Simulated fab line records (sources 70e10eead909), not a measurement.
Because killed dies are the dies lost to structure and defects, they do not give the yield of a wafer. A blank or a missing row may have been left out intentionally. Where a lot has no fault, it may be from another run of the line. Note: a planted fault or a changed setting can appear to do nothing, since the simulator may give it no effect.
Chamber matching ; flow nand harc ; NHARC_A_CHANNEL_FILL_D1_ETCHBACK_20 on rie diel-07 has 4 sister chambers
The step etches the open film in C4F8/O2/Ar, target depth 27 nm, time 13.5 s. 4 wafers are shown with their chamber, then 10 later ones without.

## EACH WAFER AND ITS CHAMBER
wafer;chamber;rf vpp V (V)
L201.3;2;971
L200.5;0;975
L206.3;1;973
L206.4;3;987

## WAFERS MISSING THEIR CHAMBER
wafer;rf vpp V (V)
L206.6;972
L207.1;987
L207.2;973
L207.3;976
L208.4;970
L208.5;973
L208.6;975
L211.4;972
L211.5;970
L211.6;971

## EACH ONE'S CHAMBER
wafer;from the rows above;in truth
L206.6;can't be placed: 1 or 2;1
L207.1;3;3
L207.2;1;1
L207.3;0;0
L208.4;2;2
L208.5;1;1
L208.6;0;0
L211.4;can't be placed: 1 or 2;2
L211.5;2;2
L211.6;2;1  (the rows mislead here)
7 of 10 placed correctly. Unplaceable from these rows: 2, with the true chamber sitting among the candidates in 2. Placed wrongly: 1.
How it was worked out, from the rows above alone: a wafer's distance from a chamber is the root of the sum, over the readings, of the square of ((its reading less the chamber's mean) divided by the reading's scatter). If the next closest chamber is less than 2 further off than the closest, the wafer can't be placed; otherwise it belongs to the closest. For every chamber, the mean is computed from those of its wafers that are shown. The scatter: root of mean squared gap, hidden wafer to nearest shown wafer, with one shown wafer a chamber.
